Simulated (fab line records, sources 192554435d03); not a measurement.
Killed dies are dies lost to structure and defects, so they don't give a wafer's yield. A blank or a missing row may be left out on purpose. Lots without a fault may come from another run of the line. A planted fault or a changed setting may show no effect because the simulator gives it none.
Which tool did it? | flow n5_finfet | 8 lots, 24 wafers sampled, at 7 steps of a route of 1938

WHAT THE GAUGES READ, wafer by wafer
N5_GATE_CUT_THK_MEAS_24. Usual: GC_FILL_THK 219.8 nm, standard deviation 1.7.
lot  | measured     | on            | GC_FILL_THK (nm)  | flag
L193 | day 4 21:13  | film_metro-02 | 218.9 220.8 221.8 |
L195 | day 5 04:38  | film_metro-02 | 219.0 217.6 222.4 |
L203 | day 7 05:32  | film_metro-01 | 256.1 221.7 258.5 | OFF
L205 | day 7 14:46  | film_metro-01 | 252.4 255.3 219.0 | OFF
L209 | day 8 13:40  | film_metro-02 | 218.1 222.8 220.8 |
L210 | day 9 00:50  | film_metro-02 | 219.6 222.1 223.3 |
L211 | day 9 05:26  | film_metro-02 | 221.2 222.2 221.9 |
L215 | day 10 04:43 | film_metro-01 | 218.9 218.2 220.2 |

N5_BEOL_M4_RC_MEAS_101. Usual: DIBL_N 36.3 mV/V, standard deviation 1.2; DIBL_P 36.3 mV/V, standard deviation 1.4; IOFF_N 0.157 nA/um, standard deviation 0.02; IOFF_P 0.22 nA/um, standard deviation 0.033; ION_N 675 uA/um, standard deviation 9.6; ION_P 465 uA/um, standard deviation 8.2; SS_N 71.4 mV/dec, standard deviation 0.45; SS_P 73.3 mV/dec, standard deviation 0.54; VT_N 249.8 mV, standard deviation 2.5; VT_P -249 mV, standard deviation 3.2.
lot  | measured     | on        | DIBL_N (mV/V)  | DIBL_P (mV/V)  | IOFF_N (nA/um)    | IOFF_P (nA/um) | ION_N (uA/um) | ION_P (uA/um) | SS_N (mV/dec)  | SS_P (mV/dec)  | VT_N (mV)         | VT_P (mV)      | flag
L193 | day 8 02:21  | prober-01 | 37.2 36.6 35.3 | 38.5 37.3 36.4 | 0.169 0.150 0.137 | 0.23 0.21 0.20 | 681 676 661   | 466 467 457   | 71.4 71.6 71.5 | 72.8 72.7 73.0 | 246.2 249.8 251.9 | -249 -251 -252 |
L195 | day 8 19:53  | prober-01 | 34.6 35.1 35.3 | 34.8 34.9 35.1 | 0.128 0.132 0.137 | 0.16 0.17 0.17 | 665 662 668   | 455 453 455   | 71.2 71.7 71.2 | 72.0 72.3 71.9 | 251.3 251.7 253.9 | -256 -253 -254 |
L203 | day 11 11:13 | prober-02 | 37.4 36.9 37.3 | 35.5 35.0 35.6 | 0.168 0.162 0.174 | 0.23 0.21 0.23 | 683 680 682   | 466 466 465   | 70.9 71.2 71.6 | 73.8 73.2 73.8 | 249.0 248.9 250.0 | -249 -247 -247 |
L205 | day 12 05:26 | prober-01 | 37.2 35.8 36.2 | 37.3 36.4 36.6 | 0.182 0.173 0.173 | 0.25 0.24 0.23 | 680 680 677   | 475 472 465   | 71.3 71.3 71.1 | 73.5 73.9 72.8 | 248.5 249.2 247.7 | -246 -245 -246 |
L209 | day 12 10:00 | prober-02 | 36.0 36.0 36.0 | 35.9 36.1 36.1 | 0.160 0.152 0.159 | 0.20 0.20 0.20 | 683 672 685   | 463 461 463   | 71.2 71.7 71.2 | 73.4 72.8 72.5 | 249.9 249.2 248.5 | -250 -252 -251 |
L210 | day 13 11:38 | prober-02 | 35.0 35.3 34.5 | 35.0 35.0 33.3 | 0.143 0.149 0.137 | 0.25 0.23 0.21 | 674 677 687   | 464 472 473   | 72.2 71.7 71.4 | 73.6 73.6 73.2 | 251.8 252.1 250.9 | -248 -247 -248 |
L211 | day 13 11:45 | prober-01 | 35.0 35.9 35.8 | 33.2 34.8 34.6 | 0.123 0.141 0.130 | 0.15 0.17 0.17 | 654 665 650   | 443 450 442   | 70.7 71.5 71.2 | 73.8 73.9 73.9 | 256.3 254.5 257.1 | -256 -258 -256 |
L215 | day 13 19:12 | prober-01 | 35.7 37.4 36.5 | 36.1 37.9 36.6 | 0.147 0.182 0.170 | 0.25 0.28 0.26 | 673 675 667   | 469 473 464   | 71.2 71.5 71.8 | 73.3 74.0 73.9 | 249.2 246.1 247.4 | -246 -245 -246 |

WHICH TOOL RAN EACH LOT (tool, then ch and the chambers of the sampled wafers, then the start)
lot  | N5_GATE_CUT_HM_DEP_46         | N5_GATE_CUT_ETCH_36                | N5_GATE_CUT_HM_OPEN_40             | N5_GATE_CUT_ETCH_47              | N5_GATE_CUT_STRIP_21
L193 | pecvd-03 ch 0,2, day 4 17:34  | rie_diel-02 ch 0,1, day 4 18:05    | rie_diel-02 ch 0,1, day 4 18:11    | rie_metal-03 ch 0,1, day 4 18:34 | plasma_asher-02 ch 1, day 4 18:43
L195 | pecvd-03 ch 1,2, day 5 00:55  | rie_diel-04 ch 0,1,2, day 5 01:35  | rie_diel-04 ch 0,1,2, day 5 01:42  | rie_metal-01 ch 0,1, day 5 02:05 | plasma_asher-01 ch 1, day 5 02:13
L203 | pecvd-03 ch 1,2, day 7 02:27  | rie_diel-04 ch 0,1,3, day 7 02:58  | rie_diel-04 ch 0,1,3, day 7 03:04  | rie_metal-03 ch 1, day 7 03:27   | plasma_asher-02 ch 0,1, day 7 03:35
L205 | pecvd-03 ch 1,2, day 7 11:34  | rie_diel-02 ch 0,1,2, day 7 12:13  | rie_diel-02 ch 0,1,2, day 7 12:19  | rie_metal-03 ch 0,1, day 7 12:41 | plasma_asher-01 ch 0,1, day 7 12:50
L209 | pecvd-02 ch 0,1, day 8 10:35  | rie_diel-02 ch 0,2,3, day 8 11:07  | rie_diel-02 ch 0,2,3, day 8 11:13  | rie_metal-02 ch 0,1, day 8 11:36 | plasma_asher-02 ch 1, day 8 11:44
L210 | pecvd-02 ch 0,2, day 8 19:40  | rie_diel-02 ch 0,2, day 8 20:11    | rie_diel-02 ch 0,2, day 8 20:17    | rie_metal-01 ch 0,1, day 8 20:40 | plasma_asher-02 ch 0,1, day 8 20:49
L211 | pecvd-02 ch 0,2, day 9 02:19  | rie_diel-04 ch 0,2, day 9 02:50    | rie_diel-04 ch 0,2, day 9 02:57    | rie_metal-01 ch 1, day 9 03:20   | plasma_asher-02 ch 0,1, day 9 03:28
L215 | pecvd-01 ch 0,2, day 10 01:39 | rie_diel-04 ch 0,1,2, day 10 02:10 | rie_diel-04 ch 0,1,2, day 10 02:16 | rie_metal-02 ch 1, day 10 02:39  | plasma_asher-02 ch 1, day 10 02:47
- N5_GATE_CUT_HM_DEP_46: deposits SiO2 from TEOS/O2, target thk 130 nm, time 26.6 s.
- N5_GATE_CUT_ETCH_36: etches SiARC in CF4, target depth 13 nm, time 21.7 s.
- N5_GATE_CUT_HM_OPEN_40: chemistry C4F6/O2, target SiO2, target depth 139 nm, time 85.1 s.
- N5_GATE_CUT_ETCH_47: etches SiO2 in Cl2/BCl3, target depth 10 nm.
- N5_GATE_CUT_STRIP_21: strips in N2/H2, time 30 s.

WHAT THE TOOLS THEMSELVES READ (means of the sampled wafers that have a number; where no wafer has one, the mark that the record gives instead)
N5_GATE_CUT_HM_DEP_46. Usual: heater_power_w 552 W, standard deviation 57; showerhead_plenum_p_Torr 8.364 Torr, standard deviation 0.026; throttle_valve_pct 18.8 %, standard deviation 1.2.
lot  | tool     | heater_power_w (W) | showerhead_plenum_p_Torr (Torr) | throttle_valve_pct (%) | flag
L193 | pecvd-03 | 489                | 8.363                           | 17.8                   |
L195 | pecvd-03 | 498                | 8.369                           | 17.1                   |
L203 | pecvd-03 | 514                | 8.346                           | 18.0                   |
L205 | pecvd-03 | 533                | 8.353                           | 17.3                   |
L209 | pecvd-02 | 576                | 8.361                           | 19.4                   |
L210 | pecvd-02 | 600                | 8.354                           | 19.1                   |
L211 | pecvd-02 | 580                | 8.369                           | 19.0                   |
L215 | pecvd-01 | 584                | 8.397                           | 18.3                   |

N5_GATE_CUT_ETCH_36. Usual: drypump_motor_current_A 5.8 A, standard deviation 0.51; etch_rf_on_time_s 21.7 s, standard deviation 0.32; oes_product_au 0.64 a.u., standard deviation 0.052; rf_vpp_V 183.9 V, standard deviation 1.1; showerhead_plenum_p_Torr 2.13 Torr, standard deviation 0.059; throttle_valve_pct 15.75 %, standard deviation 0.24.
lot  | tool        | drypump_motor_current_A (A) | etch_rf_on_time_s (s) | oes_product_au (a.u.) | rf_vpp_V (V) | showerhead_plenum_p_Torr (Torr) | throttle_valve_pct (%) | flag
L193 | rie_diel-02 | 6.0                         | 21.7                  | 0.62                  | 183.8        | 2.10                            | 15.88                  |
L195 | rie_diel-04 | 6.1                         | 21.6                  | 0.66                  | 184.6        | 2.15                            | 15.70                  |
L203 | rie_diel-04 | 6.1                         | 21.3                  | 0.64                  | 183.2        | 2.08                            | 15.84                  |
L205 | rie_diel-02 | 5.8                         | 21.5                  | 0.71                  | 184.8        | 2.19                            | 15.55                  |
L209 | rie_diel-02 | 5.5                         | 21.8                  | 0.63                  | 183.4        | 2.13                            | 15.76                  |
L210 | rie_diel-02 | 5.9                         | 22.0                  | 0.61                  | 183.6        | 2.13                            | 15.84                  |
L211 | rie_diel-04 | 5.9                         | 21.6                  | 0.63                  | 183.3        | 2.16                            | 15.77                  |
L215 | rie_diel-04 | 6.1                         | 21.7                  | 0.63                  | 183.4        | 2.14                            | 15.78                  |

N5_GATE_CUT_HM_OPEN_40. Usual: drypump_motor_current_A 5.8 A, standard deviation 0.51; etch_rf_on_time_s 93.8 s, standard deviation 1.7; oes_f_703_au 0.74 a.u., standard deviation 0.06; oes_product_au 0.67 a.u., standard deviation 0.054; rf_vpp_V 668 V, standard deviation 7; showerhead_plenum_p_Torr 2.83 Torr, standard deviation 0.078; throttle_valve_pct 21.05 %, standard deviation 0.25.
lot  | tool        | drypump_motor_current_A (A) | etch_rf_on_time_s (s) | oes_f_703_au (a.u.) | oes_product_au (a.u.) | rf_vpp_V (V) | showerhead_plenum_p_Torr (Torr) | throttle_valve_pct (%) | flag
L193 | rie_diel-02 | 6.0                         | 94.8                  | 0.71                | 0.65                  | 664          | 2.79                            | 21.16                  |
L195 | rie_diel-04 | 6.1                         | 93.1                  | 0.78                | 0.69                  | 664          | 2.85                            | 21.02                  |
L203 | rie_diel-04 | 6.1                         | 111.7                 | 0.75                | 0.68                  | 662          | 2.76                            | 21.18                  | OFF
L205 | rie_diel-02 | 5.8                         | 109.1                 | 0.82                | 0.76                  | 671          | 2.91                            | 20.89                  | OFF
L209 | rie_diel-02 | 5.4                         | 94.9                  | 0.73                | 0.66                  | 668          | 2.83                            | 21.08                  |
L210 | rie_diel-02 | 5.9                         | 95.9                  | 0.71                | 0.64                  | 668          | 2.82                            | 21.13                  |
L211 | rie_diel-04 | 5.9                         | 95.7                  | 0.73                | 0.66                  | 668          | 2.87                            | 21.07                  |
L215 | rie_diel-04 | 6.1                         | 92.3                  | 0.75                | 0.67                  | 664          | 2.84                            | 21.07                  |

N5_GATE_CUT_ETCH_47. Usual: drypump_motor_current_A 5.9 A, standard deviation 0.41; mfc_cl2_sccm 53.26 sccm, standard deviation 0.15; oes_product_au 0.79 a.u., standard deviation 0.095; throttle_valve_pct 22.62 %, standard deviation 0.14.
lot  | tool         | drypump_motor_current_A (A) | mfc_cl2_sccm (sccm) | oes_product_au (a.u.) | throttle_valve_pct (%) | flag
L193 | rie_metal-03 | 6.0                         | 53.26               | 0.80                  | 22.70                  |
L195 | rie_metal-01 | 5.6                         | 53.39               | 0.90                  | 22.51                  |
L203 | rie_metal-03 | 6.0                         | 53.12               | 0.86                  | 22.60                  |
L205 | rie_metal-03 | 6.1                         | 53.39               | 0.78                  | 22.72                  |
L209 | rie_metal-02 | 6.4                         | 53.33               | 0.73                  | 22.61                  |
L210 | rie_metal-01 | 5.6                         | 53.36               | 0.87                  | 22.55                  |
L211 | rie_metal-01 | 5.3                         | 53.46               | 0.77                  | 22.51                  |
L215 | rie_metal-02 | 6.3                         | 52.90               | 0.75                  | 22.61                  |

N5_GATE_CUT_STRIP_21. Usual: drypump_motor_current_A 5.41 A, standard deviation 0.092; heater_power_w 338 W, standard deviation 28; n2_flow_sccm 1750 sccm, standard deviation 4.8.
lot  | tool            | drypump_motor_current_A (A) | heater_power_w (W) | n2_flow_sccm (sccm) | flag
L193 | plasma_asher-02 | 5.31                        | 365                | 1751                |
L195 | plasma_asher-01 | 5.52                        | 294                | 1747                |
L203 | plasma_asher-02 | 5.30                        | 350                | 1750                |
L205 | plasma_asher-01 | 5.50                        | 311                | 1752                |
L209 | plasma_asher-02 | 5.33                        | 373                | 1751                |
L210 | plasma_asher-02 | 5.30                        | 359                | 1747                |
L211 | plasma_asher-02 | 5.30                        | 355                | 1751                |
L215 | plasma_asher-02 | 5.31                        | 361                | 1756                |

THE ANSWER, worked out from the rows above alone
Rule: a lot is off if the mean of its wafers that have a number lies more than 3 standard deviations from the usual mean. A lot without any number at a reading at which 4 lots or more have one is off too. The other lots that the step has rows for count as sound. The gauges are gone through in route order, then the tools' own readings, and for those a lot's mean is taken as printed above. The first step at which some lot is off is used, and at that step the reading that is off furthest; a lot without a number counts as furthest.
Off: L203, L205, at N5_GATE_CUT_THK_MEAS_24 (GC_FILL_THK).
A tool fits if, at a process step before that reading, it ran every lot that is off, and no sound lot after the first of them. The gauges at N5_GATE_CUT_THK_MEAS_24 aren't tried: what is off there is off at N5_GATE_CUT_HM_OPEN_40 too, on other tools, and a gauge's error can't cause that. Can't be told from this: 2 tools fit, pecvd-03 at N5_GATE_CUT_HM_DEP_46, rie_metal-03 at N5_GATE_CUT_ETCH_47.

WHAT THE SIMULATOR HAD PUT IN
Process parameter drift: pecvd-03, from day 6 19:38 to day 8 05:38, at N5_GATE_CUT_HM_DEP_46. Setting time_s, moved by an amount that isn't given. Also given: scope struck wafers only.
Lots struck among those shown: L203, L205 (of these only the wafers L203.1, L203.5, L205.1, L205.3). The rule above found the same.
